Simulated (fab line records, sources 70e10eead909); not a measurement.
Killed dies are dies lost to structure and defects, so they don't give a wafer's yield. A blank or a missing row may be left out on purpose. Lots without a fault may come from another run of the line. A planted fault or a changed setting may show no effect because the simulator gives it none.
Chamber matching | flow nand_harc | NHARC_A_WL_FILL_STRIP_29 on rie_diel-05: 4 sister chambers
The step strips in O2, time 20 s. 14 wafers are shown with their chamber, then 7 later ones without.

WAFERS WITH THEIR CHAMBER
wafer  | chamber | drypump_motor_current_A (A) | oes_product_au (a.u.) | chamber_pressure_mTorr (mTorr)
L076.2 | 3       | 4.9                         | 1.020                 | 59.97
L076.3 | 0       | 5.9                         | 0.993                 | 59.96
L076.4 | 2       | 6.3                         | 1.018                 | 60.03
L079.1 | 1       | 4.8                         | 1.026                 | 59.90
L079.2 | 2       | 6.3                         | 1.004                 | 59.97
L079.5 | 2       | 6.2                         | 1.015                 | 59.98
L080.1 | 1       | 4.8                         | 1.018                 | 60.07
L080.3 | 3       | 4.8                         | 1.010                 | 59.89
L080.6 | 2       | 6.3                         | 1.003                 | 60.00
L085.2 | 1       | 4.8                         | 1.015                 | 59.99
L085.4 | 0       | 6.0                         | 0.974                 | 59.96
L085.5 | 0       | 5.9                         | 0.973                 | 60.10
L086.2 | 1       | 4.8                         | 1.019                 | 59.99
L086.5 | 2       | 6.3                         | 1.000                 | 60.05

SIGNATURES (means of the wafers above)
reading                 | chamber 0 | chamber 1 | chamber 2 | chamber 3 | scatter within a chamber
drypump_motor_current_A | 5.933     | 4.800     | 6.280     | 4.850     | 0.0443
oes_product_au          | 0.98000   | 1.01950   | 1.00800   | 1.01500   | 0.00789
chamber_pressure_mTorr  | 60.0067   | 59.9875   | 60.0060   | 59.9300   | 0.0594
Rule: a wafer's distance from a chamber is the root of the sum, over the readings, of the square of ((its reading less the chamber's mean) divided by the reading's scatter). The wafer belongs to the nearest chamber; if the next one is less than 2 further off, it can't be placed. The scatter: the root of (the sum of the squares of (reading less its chamber's mean) over the shown wafers, divided by (wafers less chambers)).

WAFERS WITHOUT THEIR CHAMBER
wafer  | drypump_motor_current_A (A) | oes_product_au (a.u.) | chamber_pressure_mTorr (mTorr)
L086.6 | 4.8                         | 1.025                 | 59.97
L092.2 | 5.9                         | 0.988                 | 60.07
L092.3 | 4.9                         | 1.000                 | 60.00
L092.6 | 4.9                         | 1.009                 | 59.90
L095.2 | 6.0                         | 0.988                 | 59.96
L095.4 | 6.3                         | 0.999                 | 60.10
L095.6 | 6.3                         | 1.004                 | 59.90

WHICH CHAMBER EACH WENT THROUGH
wafer  | from the rows above     | in truth
L086.6 | can't be placed: 1 or 3 | 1
L092.2 | 0                       | 0
L092.3 | can't be placed: 3 or 1 | 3
L092.6 | can't be placed: 3 or 1 | 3
L095.2 | 0                       | 0
L095.4 | 2                       | 2
L095.6 | 2                       | 2
Placed correctly: 4 of 7. Can't be placed from these rows: 3 (the true chamber is among the candidates in 3). Placed wrongly: 0.
